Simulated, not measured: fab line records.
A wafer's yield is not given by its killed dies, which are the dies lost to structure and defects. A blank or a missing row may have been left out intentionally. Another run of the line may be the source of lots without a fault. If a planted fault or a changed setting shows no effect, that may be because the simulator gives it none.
fab line records	flow n5Finfet
record: lots: 6	wafers: 18	lastDay: 18
route steps=1938 shown SD_EPI_N@276 SD_EPI_P@295
lots that met no fault: taken from a fault-free run of the same line
startH: hours from the record's first day to the start of the lot's first wafer shown	waitH: hours since the lot's step before	" repeats the value in the row above	L1.1+2: several wafers, shown together as one row	- no value present, or no start provided	* or withheld: withheld	< > ~ a bound
route shown NAME@n: names a module that has steps shown in the file, with the first one's number in the route	usual: mean/standard deviation of fault-free wafers	same: alike in all rows	chamber/n: place in a boat	sites: each site's reading	_std_site: standard deviation across them	_edge_site: the outer-site mean with the inner-site mean subtracted	radiusMm: how far each site lies from the wafer's centre	mask NAME#n: copy n	behind: the tool/chamber that last shaped the wafer	hold: cause of the lot's hold/its duration in hours/its outcome	device: whichever transistor did not switch (one of n, p or np)	end of line: at the end of the route, the tests of the same wafers	where a step has no rows: the recipe by itself	killed: count of dies lost to structure and defects at first sort (not the wafer's yield)	map: the dies of a wafer, with x for killed, . for not killed, _ for no die there
set.NAME: setting as actually run; set.NAME@STEP: the setting as run at that earlier step	model.NAME: the simulator's own value behind a step, which no gauge read
lots at some steps of the route; a table a step, a row a wafer
services: when a tool's chamber went out of use (startH, in hours from the record's first day, below 0 if earlier), for how many hours, and the reason
== steps ==
step: N5_SD_EPI_N_STRIP_36
recipe: chemistry: N2/H2	tempC: 40	n2FlowSccm: 200	h2FlowSccm: 200	rfFrequencyHz: 6e+07
step: N5_SD_EPI_N_ETCHBACK_44
recipe: chemistry: CH3F/O2	mode: anisotropicEtchback	target: SiNx	targetDepthA: 145	stopOn: SiO2	overEtchFrac: 0.3	ionEnergyEv: 120	pressureMtorr: 30	sourceW: 395	biasW: 73	Ar_flow_sccm: 150	CH3F_flow_sccm: 30	O2_flow_sccm: 20
step: N5_SD_EPI_N_ETCH_45
recipe: chemistry: CH3F/O2	target: SiOCN	targetDepthA: 60	maskMaterial: SOC	ionEnergyEv: 60	biasW: 29	pressureMtorr: 15	sourceW: 410	Ar_flow_sccm: 150	CH3F_flow_sccm: 30	O2_flow_sccm: 20
usual: chamberPressureMTorr: 15.000/0.013	drypumpMotorCurrentA: 5.8/0.57	oesProductAu: 0.81/0.094	rfVppV: 127.1/0.88	showerheadPlenumPTorr: 1.96/0.047	throttleValvePct: 23.28/0.27
lot.wafer	tool	chamber	startH	waitH	chamberPressureMTorr	drypumpMotorCurrentA	oesProductAu	rfHoursCounterH	rfVppV	showerheadPlenumPTorr	throttleValvePct
L972.1	rieDiel-02	2	67.32	0.1	15.009	6.2	0.84	50	127.1	1.96	23.28
L972.5	"	1	"	"	15.002	5.5	0.68	-	127.1	1.96	23.06
L972.6	"	0	"	"	15.015	5.0	0.96	-	128.5	1.96	23.17
L977.1	rieDiel-06	3	90.77	0.1	15.000	6.5	0.75	143	128.0	2.08	23.51
L977.4	"	3	"	"	15.001	6.4	0.75	-	127.2	2.08	23.50
L977.6	"	1	"	"	14.990	5.9	0.69	-	126.1	1.89	23.18
L980.1	rieDiel-05	2	108.84	0.1	15.015	6.6	0.73	178	127.5	1.98	23.29
L980.4	"	1	"	"	14.989	6.4	0.93	26	128.2	1.96	23.19
L980.5	"	3	"	"	15.021	4.9	0.88	-	127.1	1.97	22.92
L984.2	rieDiel-02	3	134.46	0.1	15.021	6.0	0.72	204	128.8	1.98	23.54
L984.5	"	1	"	"	15.011	5.5	0.90	-	127.7	1.96	22.76
L984.6	"	3	"	"	15.018	5.9	0.72	-	127.5	1.98	23.54
L989.1	rieDiel-02	2	166.08	0.1	14.986	6.2	0.80	86	127.0	1.95	23.34
L989.2	"	3	"	"	14.995	5.9	0.72	217	127.8	1.98	23.57
L989.5	"	0	"	"	15.003	5.0	0.89	-	126.8	1.95	23.21
L992.1	rieDiel-05	3	181.01	0.1	15.029	4.9	0.82	42	126.3	1.96	22.94
L992.3	"	0	"	"	14.980	6.0	0.77	133	127.2	1.91	23.07
L992.5	"	2	"	"	15.018	6.6	0.71	-	126.5	1.97	23.34
step: N5_SD_EPI_N_ETCH_16
recipe: chemistry: CHF3/O2	target: SiO2	targetDepthA: 50	maskMaterial: SOC	pressureMtorr: 30	sourceW: 650	biasW: 170	Ar_flow_sccm: 200	CHF3_flow_sccm: 50	O2_flow_sccm: 5	ionEnergyEv: 200
step: N5_SD_EPI_N_STRIP_47
recipe: chemistry: CHF3/O2	resist: SiARC	rfFrequencyHz: 6e+07
step: N5_SD_EPI_N_SD_RECESS_17
recipe: chemistry: HBr/Cl2/O2	targetDepthA: 410	maskMaterial: SOC	timeS: 23.7	btTimeS: 3	pressureMtorr: 10	icpW: 800	biasW: 112	HBr_flow_sccm: 150	Cl2_flow_sccm: 80	O2_flow_sccm: 12
step: N5_SD_EPI_N_STRIP_38
recipe: chemistry: N2/H2	powerW: 1000	tempC: 250	h2Frac: 0.65	overashFraction: 0.3	pressureMtorr: withheld	n2FlowSccm: 1750	h2FlowSccm: 3250
usual: drypumpMotorCurrentA: 5.6/0.34	heaterPowerW: 345/25	oesProductAu: 0.760/0.01
lot.wafer	tool	chamber	startH	waitH	drypumpMotorCurrentA	heaterPowerW	oesProductAu	rfHoursCounterH
L972.1	plasmaAsher-02	1	67.58	0.1	5.1	307	0.769	85
L972.5	"	1	"	"	5.1	312	0.775	-
L972.6	"	0	"	"	5.8	323	0.752	-
L977.1	plasmaAsher-01	1	91.04	0.1	5.6	351	0.756	41
L977.4	"	0	"	"	6.0	382	0.755	-
L977.6	"	1	"	"	5.6	357	0.762	-
L980.1	plasmaAsher-01	1	109.10	0.1	5.6	351	0.761	44
L980.4	"	1	"	"	5.6	361	0.768	-
L980.5	"	1	"	"	5.6	349	0.747	-
L984.2	plasmaAsher-02	0	134.80	0.1	5.7	333	0.767	98
L984.5	"	0	"	"	5.7	341	0.757	-
L984.6	"	1	"	"	5.1	312	0.762	-
L989.1	plasmaAsher-02	0	166.35	0.1	5.7	325	0.769	104
L989.2	"	1	"	"	5.1	313	0.738	104
L989.5	"	0	"	"	5.7	344	0.746	-
L992.1	plasmaAsher-01	0	181.28	0.1	5.9	383	0.745	60
L992.3	"	1	"	"	5.6	361	0.759	-
L992.5	"	1	"	"	5.6	363	0.762	-
step: N5_SD_EPI_N_WET_ETCH_43
recipe: chemistry: dHF	dilution: withheld	timeS: 14	target: SiO2	targetDepthA: 15	tempC: 25
step: N5_SD_EPI_N_STRIP_18
recipe: chemistry: SPM	timeS: 750	tempC: 130	h2so4H2o2VolRatio: 4
step: N5_SD_EPI_N_SRD_20
recipe: dry: ipaMarangoni	doPpb: 5	timeS: 30	tempC: 23	rinseLiquid: diw
step: N5_SD_EPI_N_PRECLEAN_48
recipe: chemistry: NF3:NH3	afsCycles: 2	tempC: 30	timeS: 20	sublimationTempC: 180	sublimationTimeS: 60	pressureTorr: 3	rfPowerW: 30
step: N5_SD_EPI_N_VAPOR_ETCH_50
recipe: chemistry: HCl	target: Si	tempC: 775	timeS: 54	pressureTorr: 20	mode: isotropic
step: N5_SD_EPI_N_EPI_21
recipe: material: Si:P	dopant: P	tempC: 680	pressureTorr: 255	timeS: 690
usual: epiGrowthTimeS: 690/0
lot.wafer	tool	chamber	startH	waitH	epiGrowthTimeS	model.Si-P_of_SD_EPI_N_EPI_21.thkNm
L972.1	epiRpcvd-02	0	68.50	0.1	690	60.2
L972.5	"	0	69.62	1.1	690	59.6
L972.6	"	0	"	"	690	59.4
L977.1	epiRpcvd-02	0	92.11	0.2	690	58
L977.4	"	0	93.23	1.2	980.08	75.6
L977.6	"	0	"	"	980.08	74.4
L980.1	epiRpcvd-02	0	110.17	0.2	690	59.2
L980.4	"	0	111.29	1.2	980.08	74.8
L980.5	"	0	"	"	690	58.4
L984.2	epiRpcvd-03	0	135.97	0.4	690	59.8
L984.5	"	0	"	"	690	59.2
L984.6	"	0	"	"	690	59.6
L989.1	epiRpcvd-03	0	167.24	0.1	690	59.8
L989.2	"	0	"	"	690	59.2
L989.5	"	0	"	"	690	60
L992.1	epiRpcvd-02	0	182.35	0.2	690	57.8
L992.3	"	0	"	"	690	58.4
L992.5	"	0	"	"	690	57.8
step: N5_SD_EPI_N_EPI_MEAS_23
recipe: mode: xrd
usual: thkNm: 58.7/1.3
lot.wafer	tool	chamber	startH	waitH	thkNm
L972.1	filmMetro-01	-	70.22	1.4	60.9
L972.5	"	-	"	"	58.6
L972.6	"	-	"	"	59.5
L977.1	filmMetro-01	-	94.39	1.9	58.2
L977.4	"	-	"	"	76.1
L977.6	"	-	"	"	75.0
L980.1	filmMetro-01	-	112.45	1.9	58.8
L980.4	"	-	"	"	74.2
L980.5	"	-	"	"	58.7
L984.2	filmMetro-02	-	137.41	1.2	57.9
L984.5	"	-	"	"	58.8
L984.6	"	-	"	"	59.8
L989.1	filmMetro-01	-	168.96	1.4	60.4
L989.2	"	-	"	"	59.9
L989.5	"	-	"	"	58.7
L992.1	filmMetro-02	-	184.62	1.9	59.1
L992.3	"	-	"	"	57.3
L992.5	"	-	"	"	58.9
step: N5_SD_EPI_N_PRECLEAN_24
recipe: chemistry: O3/DIW	timeS: 60	tempC: 22	o3Ppm: 10
step: N5_SD_EPI_N_SRD_25
recipe: timeS: 30	tempC: 23	rinseLiquid: diw	dry: ipaMarangoni
step: N5_SD_EPI_N_PRECLEAN_49
recipe: chemistry: NF3:NH3	afsCycles: 1	tempC: 30	timeS: 20	sublimationTempC: 180	sublimationTimeS: 60	pressureTorr: 3	rfPowerW: 30
step: N5_SD_EPI_N_LINER_46
recipe: material: SiNx	targetThkA: 30	tempC: 400	aldPrecursorFamily: SiH2I2	aldCoReactant: N2/H2-plasma	pressureTorr: 2
usual: heaterPowerW: 850/81
lot.wafer	tool	chamber	startH	waitH	heaterPowerW
L972.1	aldSin-04	2	70.52	0.2	851
L972.5	"	2	"	"	828
L972.6	"	3	"	"	918
L977.1	aldSin-04	1	95.44	0.9	843
L977.4	"	3	"	"	935
L977.6	"	3	"	"	928
L980.1	aldSin-03	1	112.75	0.2	773
L980.4	"	0	"	"	1084
L980.5	"	1	"	"	757
L984.2	aldSin-01	0	138.11	0.5	832
L984.5	"	2	"	"	821
L984.6	"	1	"	"	802
L989.1	aldSin-03	1	169.26	0.2	781
L989.2	"	2	"	"	863
L989.5	"	0	"	"	1073
L992.1	aldSin-01	2	185.85	1.1	825
L992.3	"	1	"	"	774
L992.5	"	2	"	"	831
step: N5_SD_EPI_N_INSPECT_26
recipe: inspectInstrument: darkfield	mode: postEpi
usual: rawDefectCount: 192/36
lot.wafer	tool	chamber	startH	waitH	rawDefectCount
L972.1	defectInspect-01	-	70.77	0.1	137
L972.5	"	-	"	"	152
L972.6	"	-	"	"	167
L977.1	defectInspect-02	-	95.69	0.1	204
L977.4	"	-	"	"	205
L977.6	"	-	"	"	191
L980.1	defectInspect-02	-	113.00	0.1	201
L980.4	"	-	"	"	215
L980.5	"	-	"	"	219
L984.2	defectInspect-02	-	138.36	0.1	156
L984.5	"	-	"	"	188
L984.6	"	-	"	"	174
L989.1	defectInspect-01	-	169.51	0.1	159
L989.2	"	-	"	"	171
L989.5	"	-	"	"	143
L992.1	defectInspect-01	-	186.10	0.1	144
L992.3	"	-	"	"	187
L992.5	"	-	"	"	150
step: N5_SD_EPI_P_COAT_34
recipe: resist: SOC	tempC: 250	timeS: 60	spinRpm: 1500	resistThkNm: 350
step: N5_SD_EPI_P_COAT_35
recipe: resist: SiARC	tempC: 220	timeS: 60	spinRpm: 1500	resistThkNm: 35
step: N5_SD_EPI_P_COAT_03
recipe: resist: CAR-ArF-block	spinRpm: 1500	resistThkNm: 150
step: N5_SD_EPI_P_EBR_05
recipe: solvent: PGMEA	ebrWidthMm: 1.5
step: N5_SD_EPI_P_SOFTBAKE_04
recipe: tempC: 110	timeS: 60	resist: CAR-ArF-block
step: N5_SD_EPI_P_EXPOSE_06
recipe: maskId: SD_P_BLK	na: 1.35	sourceShape: conventional	sigmaOuter: 0.8	polarization: unpolarized	targetCdNm: 240	doseMj: 39.5
step: N5_SD_EPI_P_PEB_07
recipe: pebTempC: 110	pebTimeS: 60	resist: CAR-ArF-block
step: N5_SD_EPI_P_DEVELOP_08
recipe: developTimeS: 30	developer: TMAH	resist: CAR-ArF-block	devTempC: 23	rinseLiquid: diw	dry: airSpin
step: N5_SD_EPI_P_CD_MEAS_09
recipe: targetCdNm: 240	landingEnergyEv: 500	detector: seInlens
usual: cdNm: 240.2/0.69
lot.wafer	tool	chamber	startH	waitH	cdNm
L972.1	cdSem-03	0	71.18	-	241.1
L972.5	"	0	"	"	239.9
L972.6	"	0	"	"	240.6
L977.1	cdSem-03	0	95.97	-	240.0
L977.4	"	0	"	"	240.6
L977.6	"	0	"	"	241.4
L980.1	cdSem-02	0	113.40	-	240.7
L980.4	"	0	"	"	240.1
L980.5	"	0	"	"	239.7
L984.2	cdSem-01	0	138.76	-	241.3
L984.5	"	0	"	"	239.4
L984.6	"	0	"	"	239.3
L989.1	cdSem-02	0	169.91	-	240.0
L989.2	"	0	"	"	240.5
L989.5	"	0	"	"	239.2
L992.1	cdSem-03	0	186.50	-	239.5
L992.3	"	0	"	"	239.3
L992.5	"	0	"	"	239.4
step: N5_SD_EPI_P_OVL_MEAS_10
recipe: pointsPerWafer: 44
usual: SD_P_BLK_OVL: 0.1/0.76
lot.wafer	tool	chamber	startH	waitH	SD_P_BLK_OVL[nm]
L972.1	overlay-01	0	71.21	0.0	0.9
L972.5	"	0	"	"	1.3
L972.6	"	0	"	"	1.2
L977.1	overlay-02	0	96.00	0.0	0.5
L977.4	"	0	"	"	0.9
L977.6	"	0	"	"	0.9
L980.1	overlay-02	0	113.44	0.0	-0.6
L980.4	"	0	"	"	-1.0
L980.5	"	0	"	"	0.4
L984.2	overlay-02	0	138.79	0.0	-1.1
L984.5	"	0	"	"	-0.8
L984.6	"	0	"	"	-0.3
L989.1	overlay-01	0	169.94	0.0	-0.6
L989.2	"	0	"	"	-0.8
L989.5	"	0	"	"	-0.4
L992.1	overlay-02	0	186.53	0.0	-0.8
L992.3	"	0	"	"	-0.3
L992.5	"	0	"	"	0.0
step: N5_SD_EPI_P_INSPECT_11
recipe: mode: adi	inspectInstrument: macro
usual: rawDefectCount: 1.9/1.4
lot.wafer	tool	chamber	startH	waitH	rawDefectCount
L972.1	defectInspect-02	-	71.23	0.0	4
L972.5	"	-	"	"	1
L972.6	"	-	"	"	9
L977.1	defectInspect-02	-	96.03	0.0	1
L977.4	"	-	"	"	2
L977.6	"	-	"	"	1
L980.1	defectInspect-02	-	113.47	0.0	1
L980.4	"	-	"	"	1
L980.5	"	-	"	"	2
L984.2	defectInspect-02	-	138.81	0.0	2
L984.5	"	-	"	"	3
L984.6	"	-	"	"	3
L989.1	defectInspect-01	-	169.97	0.0	4
L989.2	"	-	"	"	2
L989.5	"	-	"	"	2
L992.1	defectInspect-01	-	186.55	0.0	2
L992.3	"	-	"	"	0
L992.5	"	-	"	"	2
step: N5_SD_EPI_P_DESCUM_14
recipe: chemistry: O2	timeS: 7.9	sourcePowerW: 50	biasPowerW: 20	pressureMtorr: 20	rfFrequencyHz: 2.712e+07	tempC: 40	resist: CAR-ArF-block	o2FlowSccm: 225
usual: chamberPressureMTorr: 20.000/0.019	drypumpMotorCurrentA: 5.9/0.58	oesProductAu: 0.79/0.096	rfVppV: 243.2/1.3	showerheadPlenumPTorr: 2.09/0.058	throttleValvePct: 20.5/0.33
same: timeS: 7.9
lot.wafer	tool	chamber	startH	waitH	chamberPressureMTorr	drypumpMotorCurrentA	oesProductAu	rfHoursCounterH	rfVppV	showerheadPlenumPTorr	throttleValvePct
L972.1	rieDiel-03	1	71.31	0.1	20.014	5.3	0.79	140	244.3	2.08	20.1
L972.5	"	3	"	"	19.976	6.3	0.75	-	243.2	2.18	20.4
L972.6	"	0	"	"	20.043	5.0	0.92	-	244.1	2.13	20.0
L977.1	rieDiel-04	1	96.17	0.1	20.001	6.5	0.83	81	243.6	2.12	20.4
L977.4	"	2	"	"	19.977	5.7	0.68	250	244.2	2.17	21.0
L977.6	"	0	"	"	20.037	5.7	0.69	-	245.2	2.15	20.9
L980.1	rieDiel-03	2	113.50	0.0	20.008	5.5	0.70	202	241.0	2.01	20.7
L980.4	"	2	"	"	19.987	5.5	0.70	-	242.2	2.01	20.7
L980.5	"	0	"	"	20.013	5.0	0.89	-	244.0	2.13	20.0
L984.2	rieDiel-03	0	139.09	0.3	19.987	5.0	0.87	55	244.2	2.13	20.0
L984.5	"	0	"	"	19.984	5.0	0.86	-	243.4	2.13	20.0
L984.6	"	3	"	"	19.994	6.3	0.73	-	243.7	2.18	20.4
L989.1	rieDiel-01	0	170.00	0.0	19.950	4.8	0.90	41	244.1	2.11	20.2
L989.2	"	1	"	"	19.979	5.2	0.71	205	242.6	2.07	20.7
L989.5	"	3	"	"	20.016	6.4	0.89	-	243.1	2.04	20.3
L992.1	rieDiel-04	0	186.59	0.0	19.973	5.7	0.66	247	244.4	2.14	21.0
L992.3	"	2	"	"	20.002	5.7	0.88	23	243.7	2.16	20.6
L992.5	"	0	"	"	19.981	5.7	0.66	-	244.7	2.14	21.0
step: N5_SD_EPI_P_ETCH_36
recipe: chemistry: CF4	target: SiARC	targetDepthA: 455	maskMaterial: CAR-ArF-block	timeS: 75.8	ionEnergyEv: 80	pressureMtorr: 40	sourceW: 545	biasW: 36	Ar_flow_sccm: 100	cf4FlowSccm: 100	ends: cleared
step: N5_SD_EPI_P_ETCH_37
recipe: chemistry: N2/H2	target: SOC	overetchA: 1080	maskMaterial: SiARC	tempC: 40	ionEnergyEv: 100	sourceW: 3000	biasW: 133	pressureMtorr: 20	timeS: 486	n2FlowSccm: 200	h2FlowSccm: 200	ends: endPoint
step: N5_SD_EPI_P_STRIP_38
recipe: chemistry: N2/H2	tempC: 40	n2FlowSccm: 200	h2FlowSccm: 200	rfFrequencyHz: 6e+07
step: N5_SD_EPI_P_ETCHBACK_46
recipe: chemistry: CH3F/O2	mode: anisotropicEtchback	target: SiNx	targetDepthA: 175	stopOn: SiO2	overEtchFrac: 0.3	ionEnergyEv: 120	pressureMtorr: 30	sourceW: 395	biasW: 73	Ar_flow_sccm: 150	CH3F_flow_sccm: 30	O2_flow_sccm: 20
step: N5_SD_EPI_P_ETCH_47
recipe: chemistry: CH3F/O2	target: SiOCN	targetDepthA: 250	maskMaterial: SOC	ionEnergyEv: 60	biasW: 29	pressureMtorr: 30	sourceW: 410	Ar_flow_sccm: 150	CH3F_flow_sccm: 30	O2_flow_sccm: 20
step: N5_SD_EPI_P_ETCH_16
recipe: chemistry: CHF3/O2	target: SiO2	targetDepthA: 50	maskMaterial: SOC	pressureMtorr: 30	sourceW: 650	biasW: 170	Ar_flow_sccm: 200	CHF3_flow_sccm: 50	O2_flow_sccm: 5	ionEnergyEv: 200
usual: chamberPressureMTorr: 30.001/0.026	drypumpMotorCurrentA: 5.9/0.57	oesProductAu: 0.79/0.094	rfVppV: 531/9.9	showerheadPlenumPTorr: 2.41/0.07	throttleValvePct: 18.98/0.29
lot.wafer	tool	chamber	startH	waitH	chamberPressureMTorr	drypumpMotorCurrentA	oesProductAu	rfHoursCounterH	rfVppV	showerheadPlenumPTorr	throttleValvePct
L972.1	rieDiel-03	1	71.93	0.1	29.988	5.3	0.79	140	534	2.43	18.80
L972.5	"	3	"	"	30.008	6.2	0.73	-	539	2.51	18.89
L972.6	"	0	"	"	30.029	5.1	0.91	-	529	2.45	18.38
L977.1	rieDiel-04	1	96.79	0.1	30.028	6.5	0.82	81	536	2.45	18.93
L977.4	"	2	"	"	30.041	5.7	0.67	250	552	2.49	19.42
L977.6	"	0	"	"	29.958	5.7	0.68	-	524	2.48	19.46
L980.1	rieDiel-03	2	114.12	0.1	30.020	5.5	0.71	203	536	2.30	19.10
L980.4	"	2	"	"	30.043	5.5	0.71	-	536	2.30	19.11
L980.5	"	0	"	"	29.974	5.0	0.89	-	530	2.44	18.40
L984.2	rieDiel-03	0	139.70	0.1	29.995	5.0	0.87	55	530	2.44	18.41
L984.5	"	0	"	"	30.044	5.0	0.88	-	530	2.44	18.41
L984.6	"	3	"	"	29.978	6.3	0.72	-	538	2.50	18.92
L989.1	rieDiel-01	0	170.62	0.1	29.962	4.8	0.90	41	517	2.45	18.69
L989.2	"	1	"	"	29.983	5.2	0.72	205	510	2.37	19.15
L989.5	"	3	"	"	30.028	6.4	0.89	-	529	2.37	18.80
L992.1	rieDiel-04	0	187.20	0.1	30.012	5.7	0.66	247	523	2.47	19.50
L992.3	"	2	"	"	29.991	5.7	0.89	23	549	2.48	19.05
L992.5	"	0	"	"	29.993	5.7	0.66	-	522	2.47	19.50
step: N5_SD_EPI_P_STRIP_50
recipe: chemistry: CHF3/O2	resist: SiARC	rfFrequencyHz: 6e+07
step: N5_SD_EPI_P_SD_RECESS_17
recipe: chemistry: HBr/Cl2/O2	targetDepthA: 391	btTimeS: 3	pressureMtorr: 10	icpW: 800	biasW: 112	HBr_flow_sccm: 150	Cl2_flow_sccm: 80	O2_flow_sccm: 12
step: N5_SD_EPI_P_WET_ETCH_45
recipe: chemistry: dHF	dilution: withheld	timeS: 10.7	target: SiO2	targetDepthA: 20	tempC: 25	dry: ipaMarangoni	rinseTimeS: 30	rinseTempC: 23
step: N5_SD_EPI_P_STRIP_40
recipe: chemistry: N2/H2	powerW: 1000	tempC: 250	h2Frac: 0.65	overashFraction: 0.3	pressureMtorr: withheld	n2FlowSccm: 1750	h2FlowSccm: 3250
step: N5_SD_EPI_P_PRECLEAN_52
recipe: chemistry: O3/DIW	timeS: 60	tempC: 22	o3Ppm: 10
step: N5_SD_EPI_P_PRECLEAN_24
recipe: chemistry: O3/DIW	timeS: 45	tempC: 22	o3Ppm: 10
same: timeS: 45
lot.wafer	tool	chamber	startH	waitH	model.Si-P_of_SD_EPI_N_EPI_21.thkNm
L972.1	wetBench-06	2	74.96	0.0	59.4
L972.5	"	1	"	"	58.8
L972.6	"	0	"	"	58.6
L977.1	wetBench-03	4	100.66	0.0	57.2
L977.4	"	0	"	"	74.6
L977.6	"	5	"	"	73.4
L980.1	wetBench-03	2	117.15	0.0	58.4
L980.4	"	7	"	"	73.8
L980.5	"	5	"	"	57.6
L984.2	wetBench-03	3	143.58	0.0	59
L984.5	"	4	"	"	58.2
L984.6	"	0	"	"	58.8
L989.1	wetBench-03	7	173.65	0.0	59
L989.2	"	0	"	"	58.4
L989.5	"	6	"	"	59.2
L992.1+5	wetBench-03	7,5	190.24	0.0	57
L992.3	"	0	"	"	57.6
== services ==
tool	chamber	startH	hours	kind
wetBench-03	-	46.41	2.9	repair
plasmaAsher-01	-	52.56	3.0	repair
rieDiel-06	3	55.70	20.6	repair
aldSin-04	0	58.68	3.3	repair
rieDiel-01	-	61.20	4.3	pm
rieDiel-03	-	63.79	0.7	repair
rieDiel-02	1	74.76	-	clean
rieDiel-02	1	74.76	-	consumableReplace:focusRing
rieDiel-02	1	74.76	16.1	scheduledDown
rieDiel-03	0	86.86	11.8	repair
plasmaAsher-02	-	88.29	2.8	pm
rieDiel-06	2	89.66	4.8	repair
rieDiel-03	3	95.85	18.6	repair
rieDiel-04	2	97.76	-	clean
rieDiel-04	2	97.76	-	consumableReplace:focusRing
rieDiel-04	2	97.76	20.2	scheduledDown
rieDiel-04	2	97.76	20.2	ventCycle
aldSin-04	0	101.13	1.9	repair
rieDiel-02	0	126.72	16.1	repair
rieDiel-04	1	129.49	9.0	repair
rieDiel-04	0	130.52	10.4	repair
rieDiel-04	1	139.52	4.0	repair
rieDiel-05	1	162.15	36.3	repair
aldSin-03	-	178.35	14.0	pm
== key ==
firstSign: step: N5_SD_EPI_N_EPI_21	reading: epiGrowthTimeS	direction: up	sigmas: 99+	usual: *	struck: *
effect: step: N5_SD_EPI_N_EPI_MEAS_23	reading: thkNm	direction: up	sigmas: 13	usual: *	struck: *
modelEffect: step: N5_SD_EPI_N_EPI_21	value: Si-P_of_SD_EPI_N_EPI_21.thkNm	without: 58.27	struck: 74.93
modelEffect: step: N5_SD_EPI_P_PRECLEAN_24	value: Si-P_of_SD_EPI_N_EPI_21.thkNm	without: 57.47	struck: 73.93
metAt N5_SD_EPI_N_EPI_21
struckWafers L977.4,L977.6,L980.4
testerLeftOut L977,L980
onsetBetween 68.50 92.11
fault: kind: processParameterDrift	tool: epiRpcvd-02	chamber: -	onsetH: 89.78	steps: N5_SD_EPI_N_EPI_21	channel: epiGrowthTimeS	offset: *	shape: step	endH: 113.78	scope: struckWafersOnly	actsIn: *	stated: *
testerLeftOut: of these lots the tester's yield and bins aren't shown, on N5 and GAA mostly nor the transistor test; their killed dies are dies lost to structure and defects alone, not to doping, threshold or leakage, so they don't give the yield
